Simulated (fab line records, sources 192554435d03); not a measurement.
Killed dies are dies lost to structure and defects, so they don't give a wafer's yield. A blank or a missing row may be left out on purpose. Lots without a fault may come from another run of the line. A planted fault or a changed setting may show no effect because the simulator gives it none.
Problem report in the 8D (eight disciplines) form, filled by code | flow n5_finfet | the parts of the form that need people (team, actions taken, sign-off) are left out

1. THE PROBLEM
etch_rf_on_time_s at N5_BEOL_M5_ETCH_72 reads a mean of 6.43 s on 3 wafers of 2 lots; wafers without a fault read 5.24 s with a standard deviation of 0.12. That is +9.9 standard deviations from the usual mean.
The step: etches underlayer in N2/H2, target depth 6.5 nm, time 5.2 s.
First seen on wafer L780.4, day 12 17:03, on rie_diel-06. The record holds 33 wafers of 11 lots with a number at this step. Rule for "out", or "out of limits": more than 4 standard deviations from the usual mean. The other wafers with a number count as sound.

2. WHAT IT IS AND WHAT IT IS NOT
question                    | is                     | is not
which readings at this step | etch_rf_on_time_s      | n2_flow_sccm, oes_product_au, rf_vpp_V, showerhead_plenum_p_Torr, throttle_valve_pct
which lots                  | L780, L783             | L765, L766, L768, L769, L770, L772, L774, L784, L787
which wafers of those lots  | L780.4, L783.2, L783.4 | L780.1, L780.5, L783.3
read on which tools         | rie_diel-06            | rie_diel-01, rie_diel-05
when                        | from day 12 17:03      | up to then (23 sound wafers); but 7 sound wafers of L783, L784, L787 came after

3. SUSPECTS, AND WHAT RULES EACH OUT
Counting: a tool at a process step up to the reading stays a suspect if it ran every lot that is out. Sound lots after the first of them don't rule it out here, since some wafers of a struck lot are sound.
- cvd_co-01 at N5_BEOL_M4_PRE_CLEAN_60 (time 15 s): kept. It ran every lot that is out, first L780 (day 12 12:14); its last sound lot up to then is L772 (day 10 04:08).
- rie_diel-06 at N5_BEOL_M5_ETCH_72 (etches underlayer in N2/H2, target depth 6.5 nm, time 5.2 s): kept. It ran every lot that is out, first L780 (day 12 17:03); its last sound lot up to then is L772 (day 10 10:42). Its own readings are out on those wafers: etch_rf_on_time_s.
Left after counting: cvd_co-01 at N5_BEOL_M4_PRE_CLEAN_60, rie_diel-06 at N5_BEOL_M5_ETCH_72.

4. THE CAUSE (what the simulator had put in)
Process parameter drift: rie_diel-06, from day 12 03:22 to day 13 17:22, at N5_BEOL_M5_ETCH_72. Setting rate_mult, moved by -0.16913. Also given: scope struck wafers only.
Counting left 2 suspects, and this tool is among them.

5. THE CHAIN OF EFFECTS, in route order
Each row: a reading whose mean over the struck wafers that have a number lies more than 3 standard deviations from the usual. Only readings for which the record gives a usual standard deviation are gone through. hours: the time from each lot's start at the first step in this table that gives one to its start at this step, as a median over the lots. sigmas: the change in usual standard deviations.
hours | step               | reading           | usual  | on struck wafers | change | sigmas
0     | N5_BEOL_M5_ETCH_72 | etch_rf_on_time_s | 5.24 s | 6.43             | +1.19  | +9.9
The process steps in it:
- N5_BEOL_M5_ETCH_72: etches underlayer in N2/H2, target depth 6.5 nm, time 5.2 s.

6. WHAT WOULD HAVE CAUGHT IT SOONER
In this record the first reading out of limits was taken at day 12 17:03, 14 hours after the fault began at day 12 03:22.
